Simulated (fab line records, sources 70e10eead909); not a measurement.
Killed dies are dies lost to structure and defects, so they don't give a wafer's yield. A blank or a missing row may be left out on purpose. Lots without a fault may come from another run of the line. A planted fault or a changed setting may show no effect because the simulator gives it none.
Which tool did it? | flow nand_harc | 13 lots, 39 wafers sampled, at 5 steps of a route of 1302

WHAT THE GAUGES READ, wafer by wafer
NHARC_HYBRID_BOND_OVL_MEAS_05.
lot  | measured     | on         | overlay_x_nm (nm) | overlay_y_nm (nm)
L249 | day 24 07:35 | overlay-01 | 1 2 -47           | 0 11 -18
L248 | day 24 07:35 | overlay-02 | 20 -34 -16        | 0 -4 -11
L250 | day 24 07:36 | overlay-01 | 111 52 2          | 7 -42 -45
L253 | day 26 14:57 | overlay-02 | 22 23 -54         | 14 3 24
L252 | day 26 05:53 | overlay-02 | 5 40 94           | 23 55 22
L256 | day 26 22:46 | overlay-01 | 56 13 11          | -13 39 39
L255 | day 26 14:58 | overlay-01 | 18 -34 12         | 13 28 -12
L257 | day 27 20:05 | overlay-02 | 71 28 16          | -8 18 3
L259 | day 28 03:15 | overlay-01 | 1 -3 31           | -51 48 0
L260 | day 27 20:05 | overlay-01 | 28 -41 15         | 47 -31 -52
L264 | day 30 00:58 | overlay-01 | 3 -30 15          | 20 9 22
L269 | day 32 09:47 | overlay-02 | 54 37 34          | 36 -6 -8
L270 | day 33 00:35 | overlay-02 | -31 -9 -3         | -75 -25 -1

NHARC_END_SORT_01.
lot  | measured     | on        | killed_at_array | killed_at_other | killed_at_periphery | killed_dies | killed_open | killed_short
L264 | day 30 20:38 | prober-01 | 112 148 153     | 1 2 0           | 3 3 4               | 116 153 157 | 3 2 3       | 1 1 5

WHICH TOOL RAN EACH LOT (tool, then ch and the chambers of the sampled wafers, then the start)
lot  | NHARC_A_STAIRCASE_PRECLEAN_173      | NHARC_A_M1_PRE_CLEAN_32         | NHARC_A_BONDPAD_CMP_29
L249 | wet_bench-04 ch 1,2,4, day 15 21:26 | pecvd-02 ch 0,1, day 23 18:10   | cmp-01 ch 0,1,2, day 23 19:11
L248 | wet_bench-02 ch 0,5,7, day 15 21:47 | pecvd-02 ch 0,2, day 23 17:22   | cmp-02 ch 0,2, day 23 18:31
L250 | wet_bench-04 ch 3,4,5, day 16 16:22 | pecvd-02 ch 0,1, day 23 20:13   | cmp-02 ch 0,1,2, day 23 21:17
L253 | wet_bench-03 ch 3,4,6, day 18 01:28 | pecvd-01 ch 0,1, day 25 23:33   | cmp-01 ch 0,2, day 26 00:35
L252 | wet_bench-02 ch 1,2,7, day 18 01:44 | pecvd-04 ch 1,2, day 25 15:52   | cmp-04 ch 0,1,2, day 25 16:55
L256 | wet_bench-02 ch 0,3,6, day 18 21:13 | pecvd-02 ch 0,2, day 26 07:35   | cmp-02 ch 0,2,3, day 26 08:40
L255 | wet_bench-04 ch 2,3,4, day 18 21:31 | pecvd-01 ch 0,1,2, day 26 03:48 | cmp-01 ch 0,2,3, day 26 04:50
L257 | wet_bench-02 ch 0,4,5, day 19 15:48 | pecvd-02 ch 1,2, day 27 06:56   | cmp-01 ch 0,2, day 27 07:58
L259 | wet_bench-02 ch 0,1,6, day 20 03:52 | pecvd-02 ch 0,1,2, day 27 13:41 | cmp-04 ch 1,3, day 27 14:43
L260 | wet_bench-04 ch 0,1,6, day 20 04:04 | pecvd-04 ch 0,1,2, day 27 03:20 | cmp-04 ch 0,2,3, day 27 04:22
L264 | wet_bench-04 ch 0,3,7, day 22 00:37 | pecvd-02 ch 0,2, day 29 12:38   | cmp-04 ch 0,1,3, day 29 13:40
L269 | wet_bench-02 ch 2,4,5, day 24 13:43 | pecvd-01 ch 1,2, day 31 15:10   | cmp-04 ch 1,2, day 31 16:25
L270 | wet_bench-03 ch 0,1,2, day 24 21:43 | pecvd-04 ch 0,1, day 32 09:49   | cmp-04 ch 0,1,2, day 32 10:55
- NHARC_A_STAIRCASE_PRECLEAN_173: cleans in SC1.
- NHARC_A_M1_PRE_CLEAN_32: time 12 s.
- NHARC_A_BONDPAD_CMP_29: polishes SiCN, target thk 200 nm.

WHAT THE TOOLS THEMSELVES READ (means of the sampled wafers that have a number; where no wafer has one, the mark that the record gives instead)
NHARC_A_M1_PRE_CLEAN_32.
lot  | tool     | heater_power_w (W) | rf_fwd_power_W (W)
L249 | pecvd-02 | 602                | 292.2
L248 | pecvd-02 | 627                | 292.0
L250 | pecvd-02 | 664                | 292.7
L253 | pecvd-01 | 635                | 292.3
L252 | pecvd-04 | 704                | 293.0
L256 | pecvd-02 | 617                | 293.2
L255 | pecvd-01 | 651                | 292.5
L257 | pecvd-02 | 708                | 292.0
L259 | pecvd-02 | 666                | 292.7
L260 | pecvd-04 | 690                | 292.4
L264 | pecvd-02 | 659                | 292.5
L269 | pecvd-01 | 632                | 292.7
L270 | pecvd-04 | 583                | 292.0

NHARC_A_BONDPAD_CMP_29.
lot  | tool   | motor_current_A (A)
L249 | cmp-01 | 12.3
L248 | cmp-02 | 12.5
L250 | cmp-02 | 12.8
L253 | cmp-01 | 12.3
L252 | cmp-04 | 12.3
L256 | cmp-02 | 11.9
L255 | cmp-01 | 12.8
L257 | cmp-01 | 11.7
L259 | cmp-04 | 12.3
L260 | cmp-04 | 12.5
L264 | cmp-04 | 11.6
L269 | cmp-04 | 13.3
L270 | cmp-04 | 12.0

THE ANSWER, worked out from the rows above alone
Rule: what is usual is taken from the lots themselves. Put in order of their means at a reading, lots are off if they are a third of the lots or fewer, leave a main group of 4 or more, and stand apart from it by a gap of 3 or more times the standard deviation of the main group's means; of several such gaps the widest counts. A main group whose means are all the same, to the digits that the tables above print for the reading, isn't used. A lot without any number at a reading at which 4 lots or more have one is off too. The other lots that the step has rows for count as sound. The gauges are gone through in route order, then the tools' own readings, and for those a lot's mean is taken as printed above. The first step at which some lot is off is used, and at that step the reading that is off furthest; a lot without a number counts as furthest.
No lot is off at any reading shown: from this, nothing can be told.

WHAT THE SIMULATOR HAD PUT IN
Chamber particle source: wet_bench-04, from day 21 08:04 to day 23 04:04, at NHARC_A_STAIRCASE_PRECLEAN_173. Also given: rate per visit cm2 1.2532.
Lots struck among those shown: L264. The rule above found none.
